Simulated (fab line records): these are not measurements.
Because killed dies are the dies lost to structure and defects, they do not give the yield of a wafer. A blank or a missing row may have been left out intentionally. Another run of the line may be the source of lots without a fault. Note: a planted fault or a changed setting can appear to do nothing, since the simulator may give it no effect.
Chamber matching    flow n5Finfet    4 sister chambers for N5_BEOL_M7_ETCH_65 on rieDiel-04
The step etches SiARC in CF4, target depth 15.6 nm, time 26 s. 4 wafers are shown with their chamber, then 9 later ones without.

EACH WAFER AND ITS CHAMBER
wafer   chamber  showerheadPlenumPTorr (Torr)
L085.2  2        2.05
L085.3  3        2.07
L087.5  1        2.17
L087.6  0        2.21

WAFERS MISSING THEIR CHAMBER
wafer   showerheadPlenumPTorr (Torr)
L089.2  2.04
L089.5  2.06
L089.6  2.04
L090.2  2.21
L090.3  2.06
L090.5  2.21
L093.2  2.06
L093.3  2.21
L093.6  2.06

THE CHAMBER EACH PASSED THROUGH
wafer   from the rows above      in truth
L089.2  2                        2
L089.5  can't be placed: 3 or 2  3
L089.6  2                        2
L090.2  0                        0
L090.3  can't be placed: 3 or 2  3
L090.5  0                        0
L093.2  can't be placed: 3 or 2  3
L093.3  0                        0
L093.6  can't be placed: 3 or 2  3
Placed correctly: 5 of 9. These rows do not allow placing 4 (true chamber among the candidates in 4). Placed wrongly: 0.
How it was worked out, from the rows above alone: a wafer's distance from a chamber is the root of the sum, over the readings, of the square of ((its reading less the chamber's mean) divided by the reading's scatter). The wafer belongs to the nearest chamber; if the next one is less than 2 further off, it can't be placed. Each chamber's mean is taken over the wafers shown for it. The scatter: root of mean squared gap, hidden wafer to nearest shown wafer, with one shown wafer a chamber.
